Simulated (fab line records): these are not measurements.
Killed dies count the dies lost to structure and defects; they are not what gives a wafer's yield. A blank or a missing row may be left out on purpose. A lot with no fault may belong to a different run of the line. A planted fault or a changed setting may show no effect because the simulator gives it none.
A lot that was struck, set against a sound lot | flow n5_finfet | 38 steps out of a route of 1938
Sound: the wafers L731.3, L731.5, L731.6. Struck: wafer L747.1 (L747.3, L747.6, from the same lot, were not struck and are left out); the cause is given at the end.
At each step with rows: each side's tool, then ch and its chambers, then its first start. Under that, the readings that differ: sound wafers | struck wafers | difference of the means | sigmas: that difference in standard deviations of wafers without a fault.
alike: a reading whose means differ by less than 2 such deviations, as well as words and numbers matching on both sides. not compared: withheld readings; readings where some wafer has no value; bounds like >300 that might hide an equal value; numbers whose values overlap and for which the record gives no deviation.
A row with sigmas, a row that says differs or no value, or rows on one side alone: a step with any of these is where the two part. When numbers do not overlap yet have no deviation, they are printed without sigmas and do not part them. Lack of a reading on every wafer of one side parts them only where that side has two or more wafers.

first, 9 steps without rows for these wafers: N5_BEOL_M9_DESCUM_33 (chemistry O2, time 7 s); N5_BEOL_M9_ETCH_76 (etches underlayer in N2/H2, target depth 6.5 nm, time 5.2 s); N5_BEOL_M9_ETCH_65 (etches SiARC in CF4, target depth 15.6 nm, time 26 s); N5_BEOL_M9_ETCH_66 (etches SOC in N2/H2, target depth 80 nm, overetch 16 nm, time 120 s); N5_BEOL_M9_STRIP_69 (strips in N2/H2); N5_BEOL_M9_STRIP_77 (strips in N2/H2); N5_BEOL_M9_VIA_ETCH_34 (etches SiCOH lowk in C4F6/O2, target depth 182.4 nm, time 68.4 s); N5_BEOL_M9_STRIP_73 (strips in C4F6/O2); N5_BEOL_M9_STRIP_36 (strips in N2/H2).
N5_BEOL_M9_TRENCH_ETCH_37: etches SiCOH lowk in C4F6/O2, target depth 151.43 nm, time 49 s.
  sound on rie_diel-01 ch 0,1,3, day 10 23:18; struck on rie_diel-01 ch 3, day 15 04:41
  reading                                    | sound             | struck | difference | sigmas
  bias_w (W)                                 | 184.8 185.0 185.1 | 138.7  | -46.3      | -83
  oes_product_au (a.u.)                      | 0.86 0.95 0.71    | 0.64   | -0.20      | -2
  rf_vpp_V (V)                               | 675 644 662       | 526    | -134       | -12
  model.etch.depth_nm (nm)                   | 152.9 155.7 147.4 | 132.8  | -19.2      |
  model.BEOL_M9.feature_depth_nm (nm)        | 153 155.8 147.4   | 132.8  | -19.3      |
  model.TiN_of_BEOL_M9_HM_DEP_02.thk_nm (nm) | 15.6 15.4 15.6    | 17     | +1         |
  alike: drypump_motor_current_A, showerhead_plenum_p_Torr, throttle_valve_pct
  not compared: rf_hours_counter_h
then, 2 steps without rows for these wafers: N5_BEOL_M9_ETCH_41 (etches SiCN in CH3F/O2, target depth 36.6 nm, time 70.1 s); N5_BEOL_M9_STRIP_80 (strips in N2/H2, time 10 s).
N5_BEOL_M9_OCD_MEAS_38:
  sound on ocd-01 at day 10 23:29; struck on ocd-02 at day 15 04:52
  reading              | sound       | struck | difference | sigmas
  trench_depth_nm (nm) | 153 155 147 | 133    | -19        | -6
then, 13 steps without rows for these wafers: N5_BEOL_M9_HM_STRIP_39 (strips TiN in peroxide tin strip, target depth 25 nm, time 158 s); N5_BEOL_M9_SRD_40 (time 30 s); N5_BEOL_M9_PRECLEAN_42 (cleans in residue remover, time 60 s); N5_BEOL_M9_SRD_43 (time 30 s); N5_BEOL_M9_CURE_72 (cures SiCOH lowk, time 120 s); N5_BEOL_M9_DEGAS_44 (time 60 s); N5_BEOL_M9_PRE_CLEAN_45 (time 30 s); N5_BEOL_M9_ALD_74 (deposits TaN, target thk 2 nm, pulse time 2 s, purge time 3 s); N5_BEOL_M9_SURFACE_TREAT_79; N5_BEOL_M9_CVD_78 (deposits Co from CCTBA/H2, target thk 2 nm, time 138.9 s); N5_BEOL_M9_SPUTTER_48 (material Cu, target thk 12 nm, time 2 s); N5_BEOL_M9_ECD_50 (material Cu, target thk 318 nm); N5_BEOL_M9_ANNEAL_51 (time 90 s).
N5_BEOL_M9_CMP_52: polishes, stops on SiCOH lowk, t overpolish 7 s, target thk 140 nm.
  sound on cmp-02 ch 0,1,2, day 11 02:22; struck on cmp-02 ch 2, day 15 07:16
  reading                                | sound             | struck | difference | sigmas
  barrier_field_endpoint_s (s)           | 28.6 28.6 27.6    | 29.6   | +1.3       | +2
  time_to_endpoint_s (s)                 | 64 64 59          | 72     | +10        | +3
  model.Cu_of_BEOL_M9_ECD_50.thk_nm (nm) | 142.2 144.4 135.2 | 123.4  | -17.2      |
  alike: motor_current_A, overpolish_run_s
N5_BEOL_M9_THK_MEAS_53: measures by xrf.
  sound on film_metro-01 at day 11 02:35; struck on film_metro-02 at day 15 07:34
  reading     | sound       | struck | difference | sigmas
  M9_THK (nm) | 138 141 131 | 118    | -19        | -5
then, 2 steps without rows for these wafers: N5_BEOL_M9_PRE_CLEAN_55 (time 15 s); N5_BEOL_M9_DEP_56 (deposits SiCN from 3MS/NH3, target thk 15 nm, time 26.5 s).
N5_BEOL_M9_RS_MEAS_57: the measuring method here is four-point-probe.
  sound on film_metro-02 at day 11 02:43; struck on film_metro-01 at day 15 07:44
  reading        | sound             | struck | difference | sigmas
  M9_RS (ohm/sq) | 0.149 0.146 0.157 | 0.174  | +0.023     | +6
then, 5 steps without rows for these wafers: N5_BEOL_M10_ILD_DEP_00 (deposits SiCOH lowk from DEMS/porogen, target thk 308.51 nm, time 58 s); N5_BEOL_M10_CURE_71 (cures SiCOH lowk, time 240 s); N5_BEOL_M10_PECVD_70 (deposits SiO2 from TEOS/O2, target thk 20 nm, time 22.7 s); N5_BEOL_M10_HM_DEP_02 (deposits TiN, target thk 20 nm); N5_BEOL_M10_COAT_59 (time 60 s, resist thk 100 nm).
N5_BEOL_M15_RC_MEAS_101:
  sound on prober-01 ch 0, day 13 02:51; struck on prober-02 ch 0, day 16 21:26
  reading                   | sound                     | struck   | difference | sigmas
  COMB_M10 (S/m)            | 1.21e-11 1.11e-11 6.9e-12 | 1.62e-11 | +6.17e-12  | +2
  SERP_M9 (ohm/um)          | 3.05 2.96 3.20            | 3.57     | +0.50      | +5
  SERP_M9_max_site (ohm/um) | 3.16 3.03 3.28            | 3.63     | +0.47      | +5
  alike: COMB_M11, COMB_M12, COMB_M13, COMB_M14, COMB_M15, COMB_M5, COMB_M6, COMB_M7, COMB_M8, COMB_M9, SERP_M10, SERP_M11, SERP_M12, SERP_M13, SERP_M14, SERP_M5, SERP_M6, SERP_M7, SERP_M8
N5_PASSIVATION_PROBE_49:
  sound on prober-02 at day 13 18:05; struck on prober-02 at day 17 10:56
  alike: defect_limited_yield, killed_at_M0_to_M3, killed_at_M4_up, killed_at_contacts, killed_at_front_end, killed_at_other, killed_dies, killed_open, killed_short, sort_bin_5_function, sort_bin_6_memory, sort_n_pass, sort_yield_pct

== WHERE THEY PART ==
Earliest at N5_BEOL_M9_TRENCH_ETCH_37; latest, in this record, at N5_BEOL_M15_RC_MEAS_101. Later steps at which nothing parts them and some readings are alike: N5_PASSIVATION_PROBE_49.

WHY: what the simulator had put in
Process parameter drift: rie_diel-01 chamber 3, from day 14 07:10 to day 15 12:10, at N5_BEOL_M9_TRENCH_ETCH_37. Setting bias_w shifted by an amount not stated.
